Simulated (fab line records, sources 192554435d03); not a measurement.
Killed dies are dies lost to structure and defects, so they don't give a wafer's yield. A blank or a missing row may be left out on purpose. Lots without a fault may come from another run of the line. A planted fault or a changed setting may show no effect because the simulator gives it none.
Chamber matching | flow n5_finfet | N5_BEOL_M3_PECVD_72 on pecvd-03: 3 sister chambers
The step deposits SiO2 from TEOS/O2, target thk 16 nm, time 18 s. 20 wafers are shown with their chamber, then 10 later ones without.

WAFERS WITH THEIR CHAMBER
wafer  | chamber | heater_power_w (W) | throttle_valve_pct (%) | showerhead_plenum_p_Torr (Torr)
L074.1 | 0       | 682                | 22.4                   | 8.73
L074.3 | 1       | 714                | 21.7                   | 8.74
L074.5 | 0       | 677                | 22.5                   | 8.73
L078.1 | 2       | 848                | 21.8                   | 8.74
L078.4 | 0       | 776                | 22.4                   | 8.72
L078.6 | 1       | 700                | 21.6                   | 8.75
L079.1 | 2       | 868                | 21.6                   | 8.74
L079.2 | 0       | 658                | 22.4                   | 8.75
L079.3 | 1       | 749                | 21.7                   | 8.74
L081.1 | 1       | 644                | 21.4                   | 8.72
L081.5 | 2       | 831                | 21.8                   | 8.73
L081.6 | 0       | 743                | 22.2                   | 8.73
L083.1 | 2       | 859                | 21.9                   | 8.76
L083.2 | 1       | 742                | 21.5                   | 8.73
L083.5 | 2       | 858                | 21.5                   | 8.74
L085.1 | 1       | 685                | 21.6                   | 8.73
L085.2 | 0       | 769                | 22.0                   | 8.74
L085.6 | 0       | 764                | 22.1                   | 8.74
L089.1 | 1       | 660                | 22.0                   | 8.73
L089.2 | 0       | 769                | 22.0                   | 8.70

SIGNATURES (means of the wafers above)
reading                  | chamber 0 | chamber 1 | chamber 2 | scatter within a chamber
heater_power_w           | 729.75    | 699.14    | 852.80    | 39.8
throttle_valve_pct       | 22.250    | 21.643    | 21.720    | 0.189
showerhead_plenum_p_Torr | 8.7300    | 8.7343    | 8.7420    | 0.0125
Rule: a wafer's distance from a chamber is the root of the sum, over the readings, of the square of ((its reading less the chamber's mean) divided by the reading's scatter). The wafer belongs to the nearest chamber; if the next one is less than 2 further off, it can't be placed. The scatter: the root of (the sum of the squares of (reading less its chamber's mean) over the shown wafers, divided by (wafers less chambers)).

WAFERS WITHOUT THEIR CHAMBER
wafer  | heater_power_w (W) | throttle_valve_pct (%) | showerhead_plenum_p_Torr (Torr)
L089.5 | 752                | 21.8                   | 8.75
L091.1 | 773                | 21.9                   | 8.70
L091.2 | 725                | 22.2                   | 8.75
L091.6 | 752                | 22.0                   | 8.74
L093.1 | 760                | 22.1                   | 8.78
L093.2 | 838                | 21.8                   | 8.75
L093.3 | 737                | 22.1                   | 8.72
L095.1 | 712                | 21.7                   | 8.73
L095.3 | 756                | 22.2                   | 8.73
L095.6 | 836                | 22.4                   | 8.74

WHICH CHAMBER EACH WENT THROUGH
wafer  | from the rows above          | in truth
L089.5 | can't be placed: 1 or 2 or 0 | 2
L091.1 | can't be placed: 0 or 1 or 2 | 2
L091.2 | can't be placed: 0 or 1      | 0
L091.6 | can't be placed: 0 or 1 or 2 | 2
L093.1 | can't be placed: 0 or 2 or 1 | 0
L093.2 | 2                            | 2
L093.3 | can't be placed: 0 or 1      | 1
L095.1 | 1                            | 1
L095.3 | 0                            | 0
L095.6 | can't be placed: 0 or 2      | 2
Placed correctly: 3 of 10. Can't be placed from these rows: 7 (the true chamber is among the candidates in 7). Placed wrongly: 0.
